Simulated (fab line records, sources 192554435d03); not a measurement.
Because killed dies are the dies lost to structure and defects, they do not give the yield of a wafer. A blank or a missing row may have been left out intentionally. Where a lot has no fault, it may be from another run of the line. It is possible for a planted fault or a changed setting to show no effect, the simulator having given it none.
fab line records | flow n5Finfet
record: lots: 7 wafers: 21
route steps=1938 shown BEOL_M14@1762 BEOL_M15@1808 PASSIVATION@1915
startH: the number of hours between the record's first day and the start of the first shown wafer of the lot | waitH: hours from the lot's prior step to this one | " unchanged from the row above | L1.1+2: several wafers, shown together as one row | - no value present, or no start provided | * or withheld: withheld | < > ~ a bound
route shown NAME@n: NAME is a module with steps in the file, n the number in the route of the first one | usual: mean and standard deviation over wafers with no fault | same: alike in all rows | chamber/n: place in a boat | sites: the reading at each site | _std_site: how widely they spread, as a standard deviation | _edge_site: the outer-site mean with the inner-site mean subtracted | radiusMm: how far each site lies from the wafer's centre | mask NAME#n: copy n | behind: the tool/chamber that last shaped the wafer | hold: why the lot went on hold/how many hours it stayed there/how the hold came to an end | device: names the non-switching transistor (n, p or np) | end of line: at the end of the route, the tests of the same wafers | where a step has no rows: the recipe by itself | killed: not the wafer's yield, but the dies lost to structure and defects at the first sort | map: a wafer's dies, marking killed ones x, the rest . and places with no die _
set.NAME: the setting that was run; set.NAME@STEP: the one run at that earlier step | model.NAME: the simulator's own value behind a step, which no gauge read
one table per step and one row per wafer, for lots whose settings were changed on purpose
== steps ==
step: N5_BEOL_M14_SPUTTER_43
recipe: material: TaN targetThkA: 150 tempC: 50 biasV: 168.6 powerW: 15000 chamberPressurePa: 0.12 timeS: 24.19
columns lot.wafer tool chamber startH waitH set.powerW model.TaN_of_BEOL_M14_SPUTTER_43.thkNm
L075.1+5 pvdSputter-02 - 295.39 0.0 15000 15.2
L075.3 " - " " 15000 15
L081.1+2 pvdSputter-03 - 318.17 0.0 17460 17.8
L081.5 " - " " 15000 15.4
L085.1 pvdSputter-02 - 356.84 0.0 15000 15.6
L085.2 " - " " 15000 15.2
L085.5 " - " " 15000 15.4
L086.2+3 pvdSputter-01 - 365.40 0.0 15000 15
L086.5 " - " " 15000 15.2
L090.1 pvdSputter-03 - 381.61 0.0 13620 14
L090.3 " - " " 13620 13.8
L090.5 " - " " 13620 13.6
L093.2 pvdSputter-03 - 431.88 0.0 16130 16.2
L093.4+6 " - " " 15000 15.2
L096.1 pvdSputter-02 - 436.48 0.0 16980 17
L096.2 " - " " 15000 15
L096.3 " - " " 15000 14.8
step: N5_BEOL_M14_SPUTTER_44
recipe: material: Ta targetThkA: 150 tempC: 50 biasV: 80 powerW: 15000 chamberPressurePa: 0.07 timeS: 24.19
step: N5_BEOL_M14_SPUTTER_45
recipe: material: Cu targetThkA: 1000 tempC: -20 biasV: 60 powerW: 26000 chamberPressurePa: 0.13 timeS: 16.67
step: N5_BEOL_M14_PRE_CLEAN_52
recipe: gas: NH3 timeS: 15 tempC: withheld rfPowerW: 300
step: N5_BEOL_M14_DEP_53
recipe: material: SiCN targetThkA: 500 tempC: withheld precursor: 3MS/NH3 pressureTorr: 3 rfW: 675 timeS: 17.8
step: N5_BEOL_M14_RS_MEAS_54
recipe: thkMeasGauge: four-point-probe reads: Cu_of_BEOL_M14_ECD_47+Ta_of_BEOL_M14_SPUTTER_44+TaN_of_BEOL_M14_SPUTTER_43
usual: M14_RS: 0.0332/0.0013
columns lot.wafer tool chamber startH waitH set.timeS@BEOL_M14_TRENCH_ETCH_34 M14_RS[ohm/sq]
L075.1 filmMetro-01 - 296.58 0.0 126.9 0.0324
L075.3 " - " " 138.7 0.0289
L075.5 " - " " 138.7 0.0309
L081.1 filmMetro-01 - 319.35 0.0 126.9 0.0320
L081.2 " - " " 126.9 0.0346
L081.5 " - " " 126.9 0.0346
L085.1 filmMetro-02 - 358.07 0.0 139.9 0.0305
L085.2 " - " " 139.9 0.0298
L085.5 " - " " 139.9 0.0299
L086.2 filmMetro-01 - 366.59 0.1 126.9 0.0320
L086.3 " - " " 126.9 0.0351
L086.5 " - " " 126.9 0.0333
L090.1 filmMetro-01 - 382.80 0.0 126.9 0.0342
L090.3 " - " " 126.9 0.0321
L090.5 " - " " 107.5 0.0385
L093.2 filmMetro-01 - 433.41 0.1 136.9 0.0313
L093.4 " - " " 136.9 0.0303
L093.6 " - " " 136.9 0.0314
L096.1 filmMetro-01 - 437.80 0.0 99.78 0.0432
L096.2 " - " " 99.78 0.0410
L096.3 " - " " 126.9 0.0354
step: N5_BEOL_M15_ETCH_61
recipe: chemistry: N2/H2 target: BARC targetDepthA: 890 overetchA: 267 timeS: 67.9 ionEnergyEv: 200 pressureMtorr: 30 sourceW: 840 biasW: 150 n2FlowSccm: 200 h2FlowSccm: 200
columns lot.wafer tool chamber startH waitH set.timeS model.coat_of_BEOL_M15_COAT_22.thkNm
L075.1 rieDiel-06 2 299.13 0.0 67.9 719.2
L075.3 " 0 " " 67.9 716.6
L075.5 " 3 " " 67.9 717
L081.1 rieDiel-06 1 322.30 0.0 67.9 718.4
L081.2 " 3 " " 67.9 714
L081.5 " 0 " " 67.9 713
L085.1 rieDiel-06 0 360.74 0.0 67.9 717.6
L085.2 " 1 " " 67.9 721.2
L085.5 " 3 " " 67.9 719.6
L086.2 rieDiel-05 2 368.79 0.0 67.9 715
L086.3 " 1 " " 67.9 719
L086.5 " 1 " " 67.9 718.8
L090.1 rieDiel-06 2 385.13 0.0 58.62 730.4
L090.3 " 3 " " 58.62 726.6
L090.5 " 2 " " 67.9 718.6
L093.2 rieDiel-05 3 436.07 0.0 55.94 728.4
L093.4 " 0 " " 67.9 711.8
L093.6 " 2 " " 55.94 727.6
L096.1 rieDiel-05 3 440.30 0.0 67.9 720.4
L096.2 " 0 " " 67.9 714.2
L096.3 " 2 " " 67.9 719.8
step: N5_BEOL_M15_TRENCH_ETCH_34
recipe: chemistry: C4F8/O2/Ar target: SiO2 targetDepthA: 8729.3 heInnerTorr: 15 heOuterTorr: 30 timeS: 199 ionEnergyEv: 800 pressureMtorr: 20 sourceW: 1905 biasW: 2040 Ar_flow_sccm: 400 C4F8_flow_sccm: 16 O2_flow_sccm: 12
usual: rfVppV: 2231/34
columns lot.wafer tool chamber startH waitH set.biasW rfVppV
L075.1 rieDiel-06 2 299.18 0.0 1841 2112
L075.3 " 0 " " 1841 2050
L075.5 " 3 " " 2040 2213
L081.1 rieDiel-06 1 322.35 0.0 2040 2224
L081.2 " 3 " " 1802 2028
L081.5 " 0 " " 1802 2019
L085.1 rieDiel-06 0 360.79 0.0 2040 2203
L085.2 " 1 " " 2040 2224
L085.5 " 3 " " 2141 2287
L086.2 rieDiel-05 2 368.84 0.0 2040 2181
L086.3 " 1 " " 2040 2244
L086.5 " 1 " " 2040 2245
L090.1 rieDiel-06 2 385.18 0.0 2040 2267
L090.3 " 3 " " 2040 2213
L090.5 " 2 " " 2040 2268
L093.2 rieDiel-05 3 436.13 0.0 2241 2316
L093.4 " 0 " " 2241 2429
L093.6 " 2 " " 2040 2180
L096.1 rieDiel-05 3 440.35 0.0 2040 2168
L096.2 " 0 " " 2040 2276
L096.3 " 2 " " 2040 2180
step: N5_PASSIVATION_PECVD_53
recipe: material: SiO2 targetThkA: 8000 tempC: 400 precursor: TEOS/O2 pressureTorr: 6.5 rfW: withheld teosFlowSccm: withheld gas: O2 flowSccm: 2650 timeS: 169.4
columns lot.wafer tool chamber startH waitH set.tempC model.SiO2_of_PASSIVATION_PECVD_53.thkNm
L075.1 pecvd-03 0 323.64 0.0 393.1 832.8
L075.3 " 2 " " 400 781
L075.5 " 2 " " 393.1 825.4
L081.1 pecvd-01 1 339.03 0.0 400 783.6
L081.2 " 2 " " 400 792.6
L081.5 " 2 " " 400 806.4
L085.1 pecvd-02 1 373.36 0.0 416 706.2
L085.2 " 2 " " 416 688.4
L085.5 " 2 " " 400 798.6
L086.2 pecvd-02 2 383.04 0.0 400 789
L086.3 " 1 " " 400 786.8
L086.5 " 0 " " 400 822.2
L090.1 pecvd-01 2 400.07 0.0 417.3 700
L090.3 " 0 " " 400 813.6
L090.5 " 2 " " 400 805.8
L093.2 pecvd-03 2 456.72 0.0 400 782.6
L093.4 " 1 " " 400 806.2
L093.6 " 0 " " 400 807.4
L096.1 pecvd-02 2 456.96 0.0 400 786.4
L096.2 " 0 " " 400 812.4
L096.3 " 1 " " 400 783.6
== key ==
split: step: N5_BEOL_M14_SPUTTER_43 setting: powerW stated: 15000 by: wafer
response: step: N5_BEOL_M14_SPUTTER_43 reading: model.TaN_of_BEOL_M14_SPUTTER_43.thkNm change: +0.149 per: 1% r: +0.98
split: step: N5_BEOL_M15_ETCH_61 setting: timeS stated: 67.9 by: wafer
response: step: N5_BEOL_M15_ETCH_61 reading: model.coat_of_BEOL_M15_COAT_22.thkNm change: -0.846 per: 1% r: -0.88
split: step: N5_BEOL_M15_TRENCH_ETCH_34 setting: biasW stated: 2040 by: wafer
response: step: N5_BEOL_M15_TRENCH_ETCH_34 reading: rfVppV change: +16.7 per: 1% r: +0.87
split: step: N5_PASSIVATION_PECVD_53 setting: tempC stated: 400 by: wafer
response: step: N5_PASSIVATION_PECVD_53 reading: model.SiO2_of_PASSIVATION_PECVD_53.thkNm change: -25.5 per: 1% r: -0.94
split outsideThisFile step=N5_BEOL_M14_TRENCH_ETCH_34 setting=timeS
split outsideThisFile: this setting was split too, and the file shows its column; the key of that split is in another file
